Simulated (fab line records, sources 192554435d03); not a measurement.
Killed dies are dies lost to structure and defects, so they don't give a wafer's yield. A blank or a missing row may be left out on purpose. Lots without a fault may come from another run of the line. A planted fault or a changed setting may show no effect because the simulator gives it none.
Chamber matching | flow n5_finfet | N5_SD_EPI_N_ETCH_16 on rie_diel-04: 4 sister chambers
The step etches SiO2 in CHF3/O2, target depth 5 nm. 14 wafers are shown with their chamber, then 7 later ones without.

WAFERS WITH THEIR CHAMBER
wafer  | chamber | showerhead_plenum_p_Torr (Torr) | oes_product_au (a.u.) | throttle_valve_pct (%)
L075.4 | 2       | 2.46                            | 0.93                  | 18.83
L075.5 | 3       | 2.47                            | 0.94                  | 18.83
L075.6 | 0       | 2.39                            | 0.73                  | 19.00
L078.1 | 0       | 2.39                            | 0.74                  | 19.00
L078.3 | 2       | 2.46                            | 0.92                  | 18.83
L078.4 | 0       | 2.39                            | 0.74                  | 18.98
L079.2 | 3       | 2.46                            | 0.91                  | 18.84
L079.5 | 0       | 2.39                            | 0.73                  | 19.02
L079.6 | 2       | 2.46                            | 0.91                  | 18.86
L081.3 | 1       | 2.37                            | 0.98                  | 18.74
L081.5 | 1       | 2.37                            | 0.98                  | 18.73
L081.6 | 2       | 2.46                            | 0.90                  | 18.85
L084.2 | 2       | 2.45                            | 0.89                  | 18.85
L084.3 | 3       | 2.46                            | 0.89                  | 18.86

SIGNATURES (means of the wafers above)
reading                  | chamber 0 | chamber 1 | chamber 2 | chamber 3 | scatter within a chamber
showerhead_plenum_p_Torr | 2.3900    | 2.3700    | 2.4580    | 2.4633    | 0.00383
oes_product_au           | 0.7350    | 0.9800    | 0.9100    | 0.9133    | 0.0154
throttle_valve_pct       | 19.0000   | 18.7350   | 18.8440   | 18.8433   | 0.0143
Rule: a wafer's distance from a chamber is the root of the sum, over the readings, of the square of ((its reading less the chamber's mean) divided by the reading's scatter). The wafer belongs to the nearest chamber; if the next one is less than 2 further off, it can't be placed. The scatter: the root of (the sum of the squares of (reading less its chamber's mean) over the shown wafers, divided by (wafers less chambers)).

WAFERS WITHOUT THEIR CHAMBER
wafer  | showerhead_plenum_p_Torr (Torr) | oes_product_au (a.u.) | throttle_valve_pct (%)
L084.4 | 2.39                            | 0.72                  | 19.02
L091.1 | 2.36                            | 0.91                  | 18.78
L091.3 | 2.38                            | 0.72                  | 19.03
L091.6 | 2.38                            | 0.72                  | 19.04
L095.2 | 2.36                            | 0.90                  | 18.79
L095.3 | 2.38                            | 0.71                  | 19.06
L095.6 | 2.45                            | 0.86                  | 18.90

WHICH CHAMBER EACH WENT THROUGH
wafer  | from the rows above     | in truth
L084.4 | 0                       | 0
L091.1 | 1                       | 1
L091.3 | 0                       | 0
L091.6 | 0                       | 0
L095.2 | 1                       | 1
L095.3 | 0                       | 0
L095.6 | can't be placed: 2 or 3 | 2
Placed correctly: 6 of 7. Can't be placed from these rows: 1 (the true chamber is among the candidates in 1). Placed wrongly: 0.
